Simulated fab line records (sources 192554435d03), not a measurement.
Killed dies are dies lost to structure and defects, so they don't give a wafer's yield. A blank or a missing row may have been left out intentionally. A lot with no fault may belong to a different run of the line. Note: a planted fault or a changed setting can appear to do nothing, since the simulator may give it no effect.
Which tool was responsible? -- flow n5-finfet -- 72 wafers from 24 lots sampled at 6 of the route's 1938 steps

== WHAT THE GAUGES SHOWED, per wafer ==
N5_BEOL_M4_OVL_MEAS_29. Usual: V3_OVL -0.3 nm, standard deviation 0.68.
lot,measured,on,V3_OVL (nm),flag
L074,day 7 22:11,overlay-01,-1.1 -0.2 0.5,
L075,day 7 23:01,overlay-02,-1.0 -1.2 -1.5,
L076,day 8 12:04,overlay-02,0.6 0.3 -0.7,
L078,day 9 06:24,overlay-02,0.9 1.3 1.0,
L077,day 9 11:29,overlay-02,-1.3 -0.2 -0.9,
L079,day 10 09:53,overlay-01,-0.3 -0.6 -1.2,
L080,day 10 10:09,overlay-02,0.1 -0.9 0.5,
L081,day 10 10:49,overlay-01,0.2 0.6 -0.1,
L082,day 10 10:57,overlay-02,0.3 -0.5 -0.6,
L083,day 10 21:20,overlay-02,-0.1 -1.4 0.2,
L084,day 11 05:41,overlay-01,-1.3 -0.5 -0.1,
L087,day 11 07:01,overlay-01,-1.0 -0.9 -1.3,
L085,day 12 05:43,overlay-02,0.0 -0.7 -0.5,
L086,day 12 08:27,overlay-02,0.1 0.0 0.1,
L089,day 12 10:44,overlay-01,-0.2 -1.6 -0.2,
L088,day 12 14:00,overlay-01,-0.6 0.3 0.7,
L091,day 12 17:29,overlay-01,-0.7 -0.7 -0.3,
L092,day 12 18:07,overlay-01,0.6 0.0 1.0,
L090,day 12 18:40,overlay-02,-0.1 -0.9 -0.1,
L093,day 13 04:40,overlay-01,-1.8 -0.5 -1.1,
L095,day 13 17:49,overlay-02,0.8 -0.2 0.5,
L094,day 14 04:47,overlay-01,0.1 0.7 -0.5,
L096,day 14 09:44,overlay-01,-0.4 -0.6 0.1,
L097,day 14 14:38,overlay-02,0.2 -0.4 -1.1,

== WHICH TOOL RAN EACH LOT (tool, then ch and the chambers of the sampled wafers, then the start) ==
lot,N5_BEOL_M3_ALD_84,N5_BEOL_M3_SPUTTER_81,N5_BEOL_M3_ANNEAL_87,N5_BEOL_M4_ETCH_64,N5_BEOL_M4_STRIP_19
L074,"ald-metal-04 ch 2,3, day 7 15:25","pvd-sputter-03, day 7 16:55","pvd-sputter-03, day 7 17:13","rie-diel-06 ch 1,2,3, day 7 21:23","rie-diel-02 ch 0,3, day 7 21:46"
L075,"ald-metal-01 ch 0,1,2, day 7 17:18","pvd-sputter-01, day 7 18:15","pvd-sputter-01, day 7 18:33","rie-diel-02 ch 0,2,3, day 7 22:19","rie-diel-02 ch 2,3, day 7 22:36"
L076,"ald-metal-01 ch 0,1,3, day 8 02:32","pvd-sputter-02, day 8 03:33","pvd-sputter-02, day 8 03:51","rie-diel-05 ch 0,1,3, day 8 11:14","rie-diel-02 ch 1,3, day 8 11:31"
L078,"ald-metal-01 ch 1,3, day 8 22:45","pvd-sputter-01, day 9 00:43","pvd-sputter-01, day 9 01:02","rie-diel-06 ch 0,1,3, day 9 05:41","rie-diel-06 ch 1,2,3, day 9 05:59"
L077,"ald-metal-01 ch 2,3, day 9 06:20","pvd-sputter-03, day 9 07:25","pvd-sputter-03, day 9 07:43","rie-diel-05 ch 1,3, day 9 10:47","rie-diel-05 ch 0,3, day 9 11:04"
L079,"ald-metal-04 ch 1,3, day 10 02:43","pvd-sputter-02, day 10 03:40","pvd-sputter-02, day 10 03:58","rie-diel-02 ch 2,3, day 10 09:11","rie-diel-06 ch 0,2,3, day 10 09:28"
L080,"ald-metal-02 ch 1,2,3, day 10 02:51","pvd-sputter-01, day 10 04:16","pvd-sputter-01, day 10 04:34","rie-diel-05 ch 0,2,3, day 10 09:24","rie-diel-05 ch 0,1, day 10 09:41"
L081,"ald-metal-04 ch 0,2,3, day 10 05:55","pvd-sputter-01, day 10 06:52","pvd-sputter-01, day 10 07:10","rie-diel-06 ch 0,1,3, day 10 10:07","rie-diel-05 ch 0,2, day 10 10:24"
L082,"ald-metal-02 ch 0,2, day 10 05:59","pvd-sputter-03, day 10 07:01","pvd-sputter-03, day 10 07:19","rie-diel-05 ch 0,1,3, day 10 10:15","rie-diel-06 ch 0,1,2, day 10 10:32"
L083,"ald-metal-04 ch 0,1,2, day 10 15:45","pvd-sputter-03, day 10 16:39","pvd-sputter-03, day 10 16:57","rie-diel-06 ch 0,1,2, day 10 20:30","rie-diel-06 ch 0,1,3, day 10 20:47"
L084,"ald-metal-02 ch 2,3, day 10 22:11","pvd-sputter-02, day 10 23:08","pvd-sputter-02, day 10 23:26","rie-diel-02 ch 0,1,3, day 11 04:52","rie-diel-06 ch 0,3, day 11 05:16"
L087,"ald-metal-04 ch 1,2, day 11 01:10","pvd-sputter-02, day 11 02:08","pvd-sputter-02, day 11 02:26","rie-diel-02 ch 0,3, day 11 06:08","rie-diel-05 ch 2,3, day 11 06:28"
L085,"ald-metal-04 ch 0,1,3, day 11 23:52","pvd-sputter-02, day 12 00:56","pvd-sputter-02, day 12 01:14","rie-diel-02 ch 1,2,3, day 12 04:51","rie-diel-05 ch 0,1,3, day 12 05:08"
L086,"ald-metal-01 ch 1,2,3, day 12 00:44","pvd-sputter-02, day 12 02:46","pvd-sputter-02, day 12 03:04","rie-diel-05 ch 0,1, day 12 07:37","rie-diel-05 ch 0,1, day 12 07:55"
L089,"ald-metal-01 ch 0,3, day 12 04:13","pvd-sputter-01, day 12 05:11","pvd-sputter-01, day 12 05:29","rie-diel-05 ch 2,3, day 12 08:56","rie-diel-02 ch 0,3, day 12 09:22"
L088,"ald-metal-02 ch 0,1,2, day 12 04:44","pvd-sputter-02, day 12 06:01","pvd-sputter-02, day 12 06:19","rie-diel-05 ch 1,3, day 12 13:09","rie-diel-02 ch 0,2,3, day 12 13:26"
L091,"ald-metal-01 ch 0,2,3, day 12 08:10","pvd-sputter-01, day 12 11:01","pvd-sputter-01, day 12 11:19","rie-diel-06 ch 0,1,3, day 12 16:47","rie-diel-05 ch 0,3, day 12 17:05"
L092,"ald-metal-04 ch 1,2, day 12 13:02","pvd-sputter-01, day 12 14:00","pvd-sputter-01, day 12 14:18","rie-diel-05 ch 0,1,3, day 12 17:24","rie-diel-05 ch 0,3, day 12 17:41"
L090,"ald-metal-01 ch 0,2,3, day 12 13:31","pvd-sputter-02, day 12 14:31","pvd-sputter-02, day 12 14:49","rie-diel-06 ch 1,2,3, day 12 17:50","rie-diel-05 ch 1,3, day 12 18:07"
L093,"ald-metal-02 ch 0,2,3, day 12 20:31","pvd-sputter-01, day 12 21:31","pvd-sputter-01, day 12 21:49","rie-diel-05 ch 0,3, day 13 03:48","rie-diel-06 ch 1,2, day 13 04:07"
L095,"ald-metal-01 ch 0,3, day 13 09:13","pvd-sputter-01, day 13 10:10","pvd-sputter-01, day 13 10:28","rie-diel-02 ch 1,2,3, day 13 16:36","rie-diel-05 ch 0,2,3, day 13 17:16"
L094,"ald-metal-04 ch 1,3, day 13 17:39","pvd-sputter-03, day 13 23:16","pvd-sputter-03, day 13 23:34","rie-diel-06 ch 0,2,3, day 14 03:45","rie-diel-06 ch 1,2, day 14 04:15"
L096,"ald-metal-02 ch 0,1,2, day 14 03:58","pvd-sputter-03, day 14 05:19","pvd-sputter-03, day 14 05:37","rie-diel-02 ch 0,2,3, day 14 08:55","rie-diel-05 ch 0,2,3, day 14 09:12"
L097,"ald-metal-02 ch 0,3, day 14 08:21","pvd-sputter-02, day 14 09:20","pvd-sputter-02, day 14 09:38","rie-diel-05 ch 1,2, day 14 13:41","rie-diel-06 ch 0,1,3, day 14 14:06"
- N5_BEOL_M3_ALD_84: deposits TaN, pulse time 2 s, purge time 3 s, co reactant purge time 2 s.
- N5_BEOL_M3_SPUTTER_81: material Cu, target thk 4.5 nm, time 8.29 s.
- N5_BEOL_M3_ANNEAL_87: time 240 s.
- N5_BEOL_M4_ETCH_64: etches SOC in N2/H2, target depth 75 nm, overetch 22.5 nm, time 121.9 s.
- N5_BEOL_M4_STRIP_19: strips in O2.

== WHAT THE TOOLS THEMSELVES READ (means of the sampled wafers that have a number; where no wafer has one, the mark that the record gives instead) ==
N5_BEOL_M3_ALD_84. Usual: heater-power-w 388 W, standard deviation 41; precursor-vessel-pressure-torr 26.25 Torr, standard deviation 0.048.
lot,tool,heater-power-w (W),precursor-vessel-pressure-torr (Torr),flag
L074,ald-metal-04,356,26.22,
L075,ald-metal-01,379,26.27,
L076,ald-metal-01,372,26.28,
L078,ald-metal-01,377,26.26,
L077,ald-metal-01,414,26.28,
L079,ald-metal-04,378,26.30,
L080,ald-metal-02,377,26.24,
L081,ald-metal-04,388,26.29,
L082,ald-metal-02,419,26.23,
L083,ald-metal-04,412,26.23,
L084,ald-metal-02,361,26.24,
L087,ald-metal-04,404,26.22,
L085,ald-metal-04,390,26.24,
L086,ald-metal-01,377,26.22,
L089,ald-metal-01,394,26.26,
L088,ald-metal-02,397,26.23,
L091,ald-metal-01,408,26.24,
L092,ald-metal-04,406,26.30,
L090,ald-metal-01,402,26.27,
L093,ald-metal-02,390,26.27,
L095,ald-metal-01,386,26.26,
L094,ald-metal-04,352,26.24,
L096,ald-metal-02,405,26.23,
L097,ald-metal-02,416,26.22,

N5_BEOL_M3_SPUTTER_81. Usual: 30.1 % for throttle-valve-pct, sd 0.94.
lot,tool,throttle-valve-pct (%),flag
L074,pvd-sputter-03,30.2,
L075,pvd-sputter-01,30.9,
L076,pvd-sputter-02,30.4,
L078,pvd-sputter-01,30.1,
L077,pvd-sputter-03,30.4,
L079,pvd-sputter-02,30.3,
L080,pvd-sputter-01,28.9,
L081,pvd-sputter-01,29.1,
L082,pvd-sputter-03,29.8,
L083,pvd-sputter-03,29.6,
L084,pvd-sputter-02,30.2,
L087,pvd-sputter-02,30.4,
L085,pvd-sputter-02,30.4,
L086,pvd-sputter-02,29.4,
L089,pvd-sputter-01,29.7,
L088,pvd-sputter-02,30.4,
L091,pvd-sputter-01,31.1,
L092,pvd-sputter-01,31.0,
L090,pvd-sputter-02,30.8,
L093,pvd-sputter-01,29.2,
L095,pvd-sputter-01,30.0,
L094,pvd-sputter-03,29.8,
L096,pvd-sputter-03,29.5,
L097,pvd-sputter-02,30.5,

N5_BEOL_M3_ANNEAL_87. Usual: 853 W for heater-power-w, sd 97.
lot,tool,heater-power-w (W),flag
L074,pvd-sputter-03,792,
L075,pvd-sputter-01,859,
L076,pvd-sputter-02,765,
L078,pvd-sputter-01,914,
L077,pvd-sputter-03,788,
L079,pvd-sputter-02,770,
L080,pvd-sputter-01,957,
L081,pvd-sputter-01,931,
L082,pvd-sputter-03,813,
L083,pvd-sputter-03,823,
L084,pvd-sputter-02,842,
L087,pvd-sputter-02,762,
L085,pvd-sputter-02,874,
L086,pvd-sputter-02,921,
L089,pvd-sputter-01,906,
L088,pvd-sputter-02,773,
L091,pvd-sputter-01,847,
L092,pvd-sputter-01,833,
L090,pvd-sputter-02,821,
L093,pvd-sputter-01,945,
L095,pvd-sputter-01,897,
L094,pvd-sputter-03,833,
L096,pvd-sputter-03,830,
L097,pvd-sputter-02,764,

N5_BEOL_M4_ETCH_64. Usual: drypump-motor-current-A 5.7 A, standard deviation 0.43; h2-flow-sccm 200.1 sccm, standard deviation 0.62; oes-product-au 0.59 a.u., standard deviation 0.06; rf-vpp-V 524.4 V, standard deviation 1.7; showerhead-plenum-p-Torr 2.55 Torr, standard deviation 0.053; throttle-valve-pct 17.84 %, standard deviation 0.18.
lot,tool,drypump-motor-current-A (A),h2-flow-sccm (sccm),oes-product-au (a.u.),rf-vpp-V (V),showerhead-plenum-p-Torr (Torr),throttle-valve-pct (%),flag
L074,rie-diel-06,6.0,200.4,0.58,524.3,2.55,17.76,
L075,rie-diel-02,5.8,200.6,0.63,526.5,2.63,17.75,
L076,rie-diel-05,5.7,200.2,0.59,524.4,2.55,17.94,
L078,rie-diel-06,5.8,199.9,0.62,524.5,2.57,17.75,
L077,rie-diel-05,5.3,200.4,0.62,525.0,2.58,17.89,
L079,rie-diel-02,6.0,200.4,0.65,525.7,2.61,17.65,
L080,rie-diel-05,5.7,199.7,0.57,523.4,2.54,17.89,
L081,rie-diel-06,5.8,200.6,0.62,523.8,2.56,17.77,
L082,rie-diel-05,5.6,200.0,0.58,524.5,2.55,17.96,
L083,rie-diel-06,5.9,200.2,0.61,524.3,2.56,17.79,
L084,rie-diel-02,5.5,200.1,0.57,524.6,2.58,17.84,
L087,rie-diel-02,6.0,200.9,0.61,527.5,2.64,17.67,
L085,rie-diel-02,5.7,199.5,0.59,525.6,2.57,17.73,
L086,rie-diel-05,5.9,199.8,0.54,523.0,2.51,18.05,
L089,rie-diel-05,5.4,199.5,0.55,523.3,2.54,17.88,
L088,rie-diel-05,5.3,200.6,0.60,524.0,2.57,17.93,
L091,rie-diel-06,5.8,200.4,0.60,524.6,2.55,17.80,
L092,rie-diel-05,5.6,200.4,0.57,524.0,2.54,18.01,
L090,rie-diel-06,6.0,200.0,0.56,523.7,2.53,17.82,
L093,rie-diel-05,5.9,199.8,0.56,524.9,2.54,17.99,
L095,rie-diel-02,5.7,200.5,0.67,524.7,2.57,17.60,
L094,rie-diel-06,6.0,199.8,0.56,522.5,2.51,17.86,
L096,rie-diel-02,5.8,199.2,0.63,525.3,2.60,17.69,
L097,rie-diel-05,5.5,200.2,0.65,522.6,2.50,17.67,

N5_BEOL_M4_STRIP_19. Usual: drypump-motor-current-A 5.7 A, standard deviation 0.4; oes-product-au 0.77 a.u., standard deviation 0.087; rf-vpp-V 3.6 V, standard deviation 0.5; showerhead-plenum-p-Torr 2.11 Torr, standard deviation 0.04; throttle-valve-pct 16.73 %, standard deviation 0.23.
lot,tool,drypump-motor-current-A (A),oes-product-au (a.u.),rf-vpp-V (V),showerhead-plenum-p-Torr (Torr),throttle-valve-pct (%),flag
L074,rie-diel-02,6.0,0.87,3.3,2.21,16.67,
L075,rie-diel-02,6.1,0.93,3.6,2.20,16.53,
L076,rie-diel-02,5.4,0.78,3.5,2.13,16.70,
L078,rie-diel-06,5.9,0.76,4.0,2.09,16.63,
L077,rie-diel-05,5.9,0.77,3.5,2.11,16.82,
L079,rie-diel-06,6.0,0.77,3.3,2.09,16.73,
L080,rie-diel-05,5.7,0.73,3.7,2.09,16.94,
L081,rie-diel-05,5.8,0.69,3.3,2.09,16.86,
L082,rie-diel-06,6.0,0.81,3.4,2.10,16.56,
L083,rie-diel-06,5.8,0.80,3.8,2.11,16.59,
L084,rie-diel-06,5.8,0.76,4.1,2.10,16.78,
L087,rie-diel-05,5.4,0.79,4.0,2.11,16.56,
L085,rie-diel-05,5.6,0.75,3.3,2.10,16.80,
L086,rie-diel-05,5.7,0.71,3.7,2.08,16.97,
L089,rie-diel-02,5.6,0.91,3.6,2.17,16.58,
L088,rie-diel-02,5.8,0.87,3.9,2.16,16.61,
L091,rie-diel-05,5.9,0.74,3.5,2.10,16.87,
L092,rie-diel-05,5.9,0.74,3.9,2.10,16.86,
L090,rie-diel-05,5.4,0.76,3.6,2.08,16.78,
L093,rie-diel-06,6.1,0.73,3.5,2.07,16.65,
L095,rie-diel-05,5.7,0.82,3.7,2.09,16.63,
L094,rie-diel-06,6.1,0.72,3.6,2.07,16.67,
L096,rie-diel-05,5.7,0.81,3.5,2.09,16.66,
L097,rie-diel-06,5.8,0.77,3.5,2.10,16.65,

== THE ANSWER, worked out from the rows above alone ==
Rule: a lot counts as off when the mean over its wafers that have a number is more than 3 standard deviations away from the usual mean. Also off: a lot with no number at a reading for which 4 or more lots have one. The other lots that the step has rows for count as sound. After the gauges, taken in route order, come the tools' own readings; for these a lot's mean is taken, as printed above. At the first step where some lot is off, the reading lying furthest off is the one used; lots without a number count as furthest.
Across all readings shown, no lot is off: no conclusion can be drawn from this.

== WHAT THE SIMULATOR HAD PUT IN ==
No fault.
